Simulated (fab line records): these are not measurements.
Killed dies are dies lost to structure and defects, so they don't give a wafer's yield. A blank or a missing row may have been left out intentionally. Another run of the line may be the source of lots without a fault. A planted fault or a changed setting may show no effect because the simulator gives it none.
Which tool did it? -- flow nandHarc -- 12 lots, 36 wafers sampled, at 6 steps of a route of 1302

## WHAT THE GAUGES SHOWED, per wafer
NHARC_P_ZERO_WELL_CD_MEAS_11 targets a cd of 500 nm.
lot,measured,on,cdNm (nm)
L962,day 1 21:09,cdSem-02,498.8 496.1 497.9
L964,day 2 17:16,cdSem-03,499.1 499.5 499.9
L965,day 3 03:37,cdSem-01,501.3 501.2 499.4
L966,day 3 13:14,cdSem-01,501.1 499.0 501.3
L967,day 4 09:14,cdSem-01,499.6 501.0 500.2
L968,day 4 09:17,cdSem-03,497.7 498.4 499.1
L970,day 5 05:23,cdSem-02,497.4 499.8 500.0
L971,day 5 15:14,cdSem-02,501.3 502.3 500.7
L974,day 6 21:31,cdSem-02,500.1 498.5 501.2
L975,day 7 07:18,cdSem-03,500.0 499.6 498.2
L980,day 9 09:14,cdSem-02,542.7 543.2 543.0
L981,day 9 19:14,cdSem-02,545.0 542.2 544.1

NHARC_END_SORT_01.
lot,measured,on,killedAtArray,killedAtOther,killedAtPeriphery,killedDies,killedOpen,killedShort
L980,day 31 19:35,prober-01,49 55 54,0 0 1,7 4 8,56 59 63,3 3 5,5 1 4

## WHAT TOOL EACH LOT RAN ON (gives the tool, then ch and the chambers of the sampled wafers, and finally the start)
lot,NHARC_P_ZERO_WELL_SOFTBAKE_06,NHARC_P_ZERO_WELL_ETCH_65,NHARC_P_ZERO_WELL_DESCUM_39,NHARC_P_GATE_HM_DEP_102
L962,"lithoTrack-03 ch 0, day 1 20:00","rieDiel-07 ch 0,1,2, day 1 21:23","rieDiel-13 ch 0,2, day 2 00:03","aclDep-03 ch 0, day 5 07:32"
L964,"lithoTrack-05 ch 0, day 2 16:00","rieDiel-07 ch 0,2,3, day 2 17:30","rieDiel-05 ch 0,1, day 2 20:24","aclDep-03 ch 0, day 5 19:01"
L965,"lithoTrack-03 ch 0, day 3 03:00","rieDiel-13 ch 0,1,3, day 3 03:52","rieDiel-13 ch 0,1,2, day 3 06:38","aclDep-01 ch 0, day 5 23:50"
L966,"lithoTrack-03 ch 0, day 3 12:00","rieDiel-07 ch 0,2,3, day 3 13:29","rieDiel-07 ch 0,2, day 3 16:38","aclDep-03 ch 0, day 6 14:38"
L967,"lithoTrack-03 ch 0, day 3 22:00","rieDiel-05 ch 0,3, day 4 09:29","rieDiel-05 ch 1,3, day 4 12:24","aclDep-02 ch 0, day 7 09:33"
L968,"lithoTrack-02 ch 0, day 4 08:00","rieDiel-13 ch 1,2,3, day 4 09:40","rieDiel-13 ch 1,2, day 4 12:34","aclDep-03 ch 0, day 7 09:46"
L970,"lithoTrack-02 ch 0, day 5 04:00","rieDiel-13 ch 1,2,3, day 5 05:40","rieDiel-05 ch 1,2,3, day 5 08:21","aclDep-01 ch 0, day 8 04:29"
L971,"lithoTrack-03 ch 0, day 5 14:00","rieDiel-13 ch 0,2, day 5 15:29","rieDiel-05 ch 1,2,3, day 5 18:24","aclDep-02 ch 0, day 8 16:31"
L974,"lithoTrack-02 ch 0, day 6 21:00","rieDiel-05 ch 0,1,2, day 6 21:45","rieDiel-05 ch 0,2, day 7 00:41","aclDep-02 ch 0, day 9 21:58"
L975,"lithoTrack-02 ch 0, day 7 06:00","rieDiel-07 ch 2,3, day 7 08:33","rieDiel-07 ch 0,1,3, day 7 11:23","aclDep-02 ch 0, day 10 21:55"
L980,"lithoTrack-05 ch 0, day 9 08:00","rieDiel-13 ch 0,3, day 9 09:31","rieDiel-05 ch 1,2,3, day 9 12:19","aclDep-01 ch 0, day 12 11:11"
L981,"lithoTrack-05 ch 0, day 9 18:00","rieDiel-07 ch 0,1,3, day 9 19:29","rieDiel-05 ch 0,1,3, day 9 22:14","aclDep-02 ch 0, day 12 21:22"
- NHARC_P_ZERO_WELL_SOFTBAKE_06: time 70 s.
- NHARC_P_ZERO_WELL_ETCH_65: etches the open film in N2/H2, target depth 80 nm, overetch 24 nm, time 87.88 s.
- NHARC_P_ZERO_WELL_DESCUM_39: chemistry O2, time 3 s.
- NHARC_P_GATE_HM_DEP_102: deposits aC, target thk 120 nm.

## AS READ BY THE TOOLS THEMSELVES (means over the sampled wafers that have a number; for cases with no such wafer, the mark the record gives instead)
NHARC_P_ZERO_WELL_SOFTBAKE_06.
lot,tool,heaterPowerTotalW (W),plateTempC (C),resistLineTempC (C)
L962,lithoTrack-03,200.3,125.00,23.00
L964,lithoTrack-05,200.9,125.17,22.98
L965,lithoTrack-03,200.4,125.13,23.08
L966,lithoTrack-03,200.0,125.07,22.87
L967,lithoTrack-03,202.0,124.97,22.99
L968,lithoTrack-02,202.2,125.07,23.20
L970,lithoTrack-02,202.5,124.87,23.16
L971,lithoTrack-03,201.2,125.27,23.02
L974,lithoTrack-02,201.4,125.00,22.82
L975,lithoTrack-02,199.7,125.02,22.94
L980,lithoTrack-05,234.5,124.97,22.98
L981,lithoTrack-05,233.9,124.89,22.96

NHARC_P_ZERO_WELL_ETCH_65.
lot,tool,drypumpMotorCurrentA (A),oesProductAu (a.u.),rfFwdPowerW (W),rfVppV (V),showerheadPlenumPTorr (Torr),throttleValvePct (%)
L962,rieDiel-07,5.9,1.005,397.3,428,1.97,14.172
L964,rieDiel-07,6.0,1.001,396.8,431,2.06,14.165
L965,rieDiel-13,6.3,0.996,397.9,431,2.04,14.169
L966,rieDiel-07,6.0,0.997,395.9,431,2.05,14.170
L967,rieDiel-05,5.7,0.997,397.8,432,2.08,14.164
L968,rieDiel-13,6.3,1.009,397.2,430,2.01,14.173
L970,rieDiel-13,6.3,0.995,398.5,429,2.01,14.178
L971,rieDiel-13,6.4,1.008,397.7,429,1.95,14.171
L974,rieDiel-05,5.7,1.001,397.4,434,2.16,14.169
L975,rieDiel-07,6.1,0.991,397.3,434,2.15,14.173
L980,rieDiel-13,6.3,1.003,397.0,428,1.96,14.172
L981,rieDiel-07,6.0,0.997,397.0,430,2.01,14.183

NHARC_P_ZERO_WELL_DESCUM_39.
lot,tool,drypumpMotorCurrentA (A),oesProductAu (a.u.),rfVppV (V),showerheadPlenumPTorr (Torr),throttleValvePct (%)
L962,rieDiel-13,6.4,1.003,57.2,1.84,11.304
L964,rieDiel-05,6.0,1.002,57.6,2.03,11.305
L965,rieDiel-13,6.4,1.004,57.2,1.89,11.309
L966,rieDiel-07,6.0,1.001,57.7,1.88,11.305
L967,rieDiel-05,5.5,1.001,58.1,2.01,11.311
L968,rieDiel-13,6.3,0.989,57.4,1.87,11.308
L970,rieDiel-05,5.4,0.993,58.1,1.99,11.309
L971,rieDiel-05,5.4,0.995,57.8,1.99,11.303
L974,rieDiel-05,5.6,1.001,58.0,2.01,11.310
L975,rieDiel-07,6.0,0.993,57.5,1.89,11.321
L980,rieDiel-05,5.4,0.990,58.2,1.98,11.319
L981,rieDiel-05,5.7,1.008,58.3,1.98,11.324

NHARC_P_GATE_HM_DEP_102.
lot,tool,throttleValvePct (%)
L962,aclDep-03,35.011
L964,aclDep-03,34.995
L965,aclDep-01,34.990
L966,aclDep-03,34.995
L967,aclDep-02,35.006
L968,aclDep-03,34.995
L970,aclDep-01,35.010
L971,aclDep-02,35.001
L974,aclDep-02,34.994
L975,aclDep-02,34.994
L980,aclDep-01,34.996
L981,aclDep-02,35.005

## THE ANSWER, worked out from the rows above alone
Rule: the lots themselves supply what counts as usual. Put in order of their means at a reading, lots are off if they are a third of the lots or fewer, leave a main group of 4 or more, and stand apart from it by a gap of 3 or more times the standard deviation of the main group's means; of several such gaps the widest counts. A main group whose means are all the same, to the digits that the tables above print for the reading, isn't used. A lot without any number at a reading at which 4 lots or more have one is off too. All remaining lots with rows at the step are treated as sound. Order of review: gauges by route order, followed by the tools' own readings, for which a lot's mean as printed above is used. At the first step where some lot is off, the reading lying furthest off is the one used; lots without a number count as furthest.
Off: L980, L981 (NHARC_P_ZERO_WELL_CD_MEAS_11, cdNm). The main group has a mean of 499.7 nm with a standard deviation of 1.1.
A tool fits if, at a process step before that reading, it ran every lot that is off, and no sound lot after the first of them. Not tried: the gauges at NHARC_P_ZERO_WELL_CD_MEAS_11; whatever is off there is also off at NHARC_P_ZERO_WELL_SOFTBAKE_06, on other tools, and gauge error can't account for it. One fits: lithoTrack-05 at NHARC_P_ZERO_WELL_SOFTBAKE_06. A fault onset in the window from L964 (day 2 16:00, its last sound lot) to L980 (day 9 08:00, its first lot off) fits.
On the lots that are off, the tool's own readings at NHARC_P_ZERO_WELL_SOFTBAKE_06 differ by more than 5 times the standard deviation of the sound lots' means, which bears it out; heaterPowerTotalW reads 234.2 W there versus 201.1 W on the sound lots.

## WHAT WAS PUT IN BY THE SIMULATOR
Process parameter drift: lithoTrack-05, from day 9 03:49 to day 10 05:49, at NHARC_P_ZERO_WELL_SOFTBAKE_06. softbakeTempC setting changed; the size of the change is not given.
Struck lots among those shown: L980, L981. This agrees with what the rule above found.
